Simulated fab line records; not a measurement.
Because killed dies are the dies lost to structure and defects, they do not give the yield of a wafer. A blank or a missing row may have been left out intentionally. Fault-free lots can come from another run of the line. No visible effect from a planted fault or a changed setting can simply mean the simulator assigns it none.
2 desks looking at one fault    flow n5-finfet    each desk holds nothing but its own numbers, with what lay behind them at the end

## THE METROLOGY DESK
Lot by lot, what the gauges showed, no matter which tool ran the lot: averages of those sampled wafers that carry a number. A lot is out of limits, marked OUT, if its mean lies more than 4 standard deviations from the usual mean; the brackets give that distance.
Columns: A = M11_ILD_THK at N5_BEOL_M11_THK_MEAS_01, usual 268 nm; B = M11_OVL at N5_BEOL_M11_OVL_MEAS_12, usual 0.0 nm
lot   first seen here  A    B
L266  day 11 16:17     270  -0.8
L263  day 11 19:10     268  0.4
L267  day 12 18:29     269  -0.3
L268  day 12 21:07     271  -0.9
L269  day 13 17:38     265  0.5
L272  day 13 22:32     270  0.6
L280  day 17 03:53     270  -0.4
L279  day 17 06:53     271  -0.2
L278  day 17 10:08     266  0.2
L281  day 17 11:42     269  0.4
L282  day 17 21:46     270  0.1
This desk's verdict: no lot among the 11 shows anything out of limits.

## FOR THE TOOL OWNER'S DESK: rie-diel-02
The tool's own readings at N5_BEOL_M11_ETCH_61 (etches SiARC in CF4, target depth 39 nm, time 65 s): means of the sampled wafers that have a number, for each lot that ran on this tool. A lot is out of limits, marked OUT, if its mean lies more than 4 standard deviations from the usual mean; the brackets give that distance. Of its 8 readings 7 are shown: the one that was out of limits first, and those that lie furthest out on some lot.
Columns: A = drypump-motor-current-A at N5_BEOL_M11_ETCH_61, usual 5.8 A; B = etch-rf-on-time-s at N5_BEOL_M11_ETCH_61, usual 64.9 s; C = mfc-ar-sccm at N5_BEOL_M11_ETCH_61, usual 100.01 sccm; D = oes-product-au at N5_BEOL_M11_ETCH_61, usual 0.68 a.u.; E = rf-fwd-power-W at N5_BEOL_M11_ETCH_61, usual 538.3 W; F = rf-vpp-V at N5_BEOL_M11_ETCH_61, usual 184.2 V; G = throttle-valve-pct at N5_BEOL_M11_ETCH_61, usual 15.63 %
lot   first seen here  A    B                C       D     E      F      G
L266  day 11 17:10     5.8  64.3             100.10  0.71  541.3  184.4  15.57
L267  day 12 19:43     6.2  65.3             99.90   0.70  538.6  185.1  15.49
L268  day 12 22:53     6.1  57.7 (-8.5) OUT  99.68   0.72  537.8  183.8  15.64
L269  day 13 20:57     5.9  49.3 (-18) OUT   99.74   0.76  534.5  185.4  15.87
L272  day 14 01:42     6.0  42.1 (-27) OUT   99.96   0.90  534.0  182.7  15.69
L280  day 17 06:38     6.1  64.8             100.03  0.71  538.6  184.5  15.44
L279  day 17 08:52     5.9  64.3             99.57   0.69  538.0  184.2  15.66
L278  day 17 13:31     6.0  64.7             100.02  0.67  538.8  184.1  15.60
L281  day 17 14:05     6.0  65.2             100.16  0.67  538.8  184.4  15.59
L282  day 18 00:13     6.3  65.4             100.11  0.66  539.3  185.0  15.56
This desk's verdict: out of limits on L268, L269, L272, starting with L268 at day 12 22:53 (etch-rf-on-time-s at N5_BEOL_M11_ETCH_61). L266, L267, L280, L279, L278, L281, L282 stayed within limits.

## TAKEN TOGETHER
On L268, L269, L272, at day 12 22:53, an alarm was possible from the tool owner's desk.
At the metrology desk, nothing out of limits was observed.
The metrology desk has L268, L269, L272 on record, within its limits.
Every lot named ran N5_BEOL_M11_ETCH_61 on rie-diel-02.

## WHAT HAD BEEN PUT IN BY THE SIMULATOR
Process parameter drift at N5_BEOL_M11_ETCH_61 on rie-diel-02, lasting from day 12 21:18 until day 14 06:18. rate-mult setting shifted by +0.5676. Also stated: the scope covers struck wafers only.
Lots struck among those shown: L268, L269, L272.
How many hours passed from the start of the fault until each desk's first out-of-limits reading: the tool owner's desk, 2.
